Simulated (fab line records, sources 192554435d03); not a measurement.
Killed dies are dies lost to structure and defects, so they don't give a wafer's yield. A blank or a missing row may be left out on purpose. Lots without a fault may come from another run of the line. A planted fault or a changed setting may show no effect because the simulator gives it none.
Split-lot experiment | flow n5_finfet | 7 lots, 39 wafers read, on a route of 1938 steps

THE SPLIT
At N5_BEOL_M11_ETCH_41 (etches SiCN in CH3F/O2, target depth 42.6 nm, time 86 s), the setting time_s was moved away from the recipe's 86 s on 18 of the 39 wafers read, by -43.9% to +53.3%. The other wafers ran this setting at the recipe's value.

The reading is taken at the split's own step.

THE READING
etch.depth_nm (the simulator's own value, which no gauge read), in nm, at N5_BEOL_M11_ETCH_41 (etches SiCN in CH3F/O2, target depth 42.6 nm, time 86 s). The file gives no usual value for it. The 21 wafers here that ran the recipe average 32.43 nm, standard deviation 0.34 nm.

wafer  | tool, chamber at the split | time_s as run, s | against the recipe | etch.depth_nm, nm | against lot-mates on the recipe
L078.2 | rie_diel-02, 1             | 86               | recipe             | 32.19             | -
L078.3 | rie_diel-02, 3             | 86               | recipe             | 32.24             | -
L078.5 | rie_diel-02, 2             | 86               | recipe             | 32.51             | -
L081.1 | rie_diel-03, 3             | 86               | recipe             | 32.93             | -
L081.2 | rie_diel-03, 2             | 131.8            | +53.3%             | 50.34             | +17.53
L081.3 | rie_diel-03, 0             | 131.8            | +53.3%             | 49.26             | +16.45
L081.6 | rie_diel-03, 0             | 131.8            | +53.3%             | 49.26             | +16.45
L081.4 | rie_diel-03, 2             | 86               | recipe             | 33.09             | -
L081.5 | rie_diel-03, 3             | 86               | recipe             | 32.4              | -
L085.1 | rie_diel-03, 1             | 48.23            | -43.9%             | 18.75             | -13.72
L085.2 | rie_diel-03, 3             | 86               | recipe             | 32.43             | -
L085.3 | rie_diel-03, 2             | 86               | recipe             | 32.79             | -
L085.4 | rie_diel-03, 0             | 48.23            | -43.9%             | 17.87             | -14.60
L085.5 | rie_diel-03, 3             | 86               | recipe             | 32.18             | -
L085.6 | rie_diel-03, 0             | 48.23            | -43.9%             | 17.95             | -14.52
L089.1 | rie_diel-03, 0             | 86               | recipe             | 31.9              | -
L089.2 | rie_diel-03, 1             | 86               | recipe             | 33.2              | -
L089.3 | rie_diel-03, 2             | 54.35            | -36.8%             | 20.63             | -11.90
L089.4 | rie_diel-03, 3             | 54.35            | -36.8%             | 20.32             | -12.21
L089.5 | rie_diel-03, 2             | 86               | recipe             | 32.5              | -
L089.6 | rie_diel-03, 3             | 54.35            | -36.8%             | 20.3              | -12.23
L088.1 | rie_diel-02, 3             | 86               | recipe             | 32.38             | -
L088.2 | rie_diel-02, 1             | 59.91            | -30.3%             | 22.49             | -9.99
L088.3 | rie_diel-02, 0             | 86               | recipe             | 32.43             | -
L088.4 | rie_diel-02, 2             | 86               | recipe             | 32.62             | -
L088.5 | rie_diel-02, 1             | 59.91            | -30.3%             | 22.43             | -10.05
L088.6 | rie_diel-02, 0             | 59.91            | -30.3%             | 22.67             | -9.81
L095.1 | rie_diel-02, 3             | 119.2            | +38.6%             | 44.75             | +12.68
L095.2 | rie_diel-02, 0             | 119.2            | +38.6%             | 44.89             | +12.82
L095.3 | rie_diel-02, 2             | 86               | recipe             | 32.11             | -
L095.6 | rie_diel-02, 2             | 86               | recipe             | 32.11             | -
L095.4 | rie_diel-02, 1             | 86               | recipe             | 31.99             | -
L095.5 | rie_diel-02, 1             | 119.2            | +38.6%             | 44.88             | +12.81
L096.1 | rie_diel-02, 1             | 86               | recipe             | 32.35             | -
L096.2 | rie_diel-02, 0             | 103.6            | +20.5%             | 39.26             | +6.93
L096.3 | rie_diel-02, 2             | 86               | recipe             | 32.16             | -
L096.4 | rie_diel-02, 3             | 103.6            | +20.5%             | 38.52             | +6.19
L096.5 | rie_diel-02, 3             | 103.6            | +20.5%             | 38.5              | +6.17
L096.6 | rie_diel-02, 0             | 86               | recipe             | 32.48             | -

THE FIT
A straight line over all 39 wafers: etch.depth_nm changes by +0.323 nm for each +1% of time_s; r = +1.00; the points scatter about the line by 0.34 nm.
The same after taking each lot's own level away (the mean of its wafers on the recipe; 39 wafers): +0.323 nm for each +1%; r = +1.00; scatter 0.33 nm.
On that fit, the largest move of time_s shifts the reading by 17 nm.
The lots' own levels span 32.070 to 32.807 nm, that is 2.2 times the standard deviation above.
So the lot-to-lot level changes the slope little: the two slopes agree.
Check: with one of the wafers moved furthest among these (+53.3%) left out of the fit, the line predicts +17.1 nm for it against its lot-mates. It came out at +17.5 nm against them.

OTHER SPLITS ON THESE WAFERS
These wafers also went through other splits before the reading. Each is held against what the fit with the lots' levels taken away leaves over:
other split on the same wafers    | wafers away from the commonest value | r with etch.depth_nm (lot level and that fit taken away)
N5_BEOL_M5_TRENCH_ETCH_37 time_s  | 15                                   | +0.04
N5_BEOL_M9_HM_DEP_02 target_thk_a | 12                                   | +0.19

THE FILE'S OWN FIT
etch.depth_nm changes by +0.323 nm for each +1% of time_s, r = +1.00.
